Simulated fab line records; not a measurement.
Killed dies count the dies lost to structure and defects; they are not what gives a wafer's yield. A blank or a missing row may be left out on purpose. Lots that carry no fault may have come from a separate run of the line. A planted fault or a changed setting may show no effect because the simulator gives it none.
Chamber matching -- flow nand harc -- NHARC_A_BLC_ALD_23 on ald metal-03 has 4 sister chambers
The step deposits TiN, target thk 3 nm, pulse time 1 s, ald cycles 150. 4 wafers are shown with their chamber, then 9 later ones without.

## WAFERS PAIRED WITH THEIR CHAMBERS
wafer,chamber,heater power w (W)
L075.2,3,1075
L079.3,1,1014
L080.1,0,1061
L080.5,2,1292

## WAFERS MISSING THEIR CHAMBER
wafer,heater power w (W)
L084.1,1318
L084.3,1065
L084.6,1302
L091.3,1064
L091.4,1011
L091.5,1053
L095.1,1298
L095.2,999
L095.4,1076

## WHICH CHAMBER EACH WENT THROUGH
wafer,from the rows above,in truth
L084.1,2,2
L084.3,can't be placed: 0 or 3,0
L084.6,2,2
L091.3,can't be placed: 0 or 3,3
L091.4,1,1
L091.5,can't be placed: 0 or 3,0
L095.1,2,2
L095.2,1,1
L095.4,can't be placed: 3 or 0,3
Correctly placed: 5 of 9. Not placeable from these rows: 4 (in 4, the candidates include the true chamber). Placed wrongly: 0.
How it was worked out, from the rows above alone: a wafer's distance from a chamber is the root of the sum, over the readings, of the square of ((its reading less the chamber's mean) divided by the reading's scatter). If the next closest chamber is less than 2 further off than the closest, the wafer can't be placed; otherwise it belongs to the closest. The mean given for a chamber averages the wafers shown for that chamber. The scatter: root of mean squared gap, hidden wafer to nearest shown wafer, with one shown wafer a chamber.
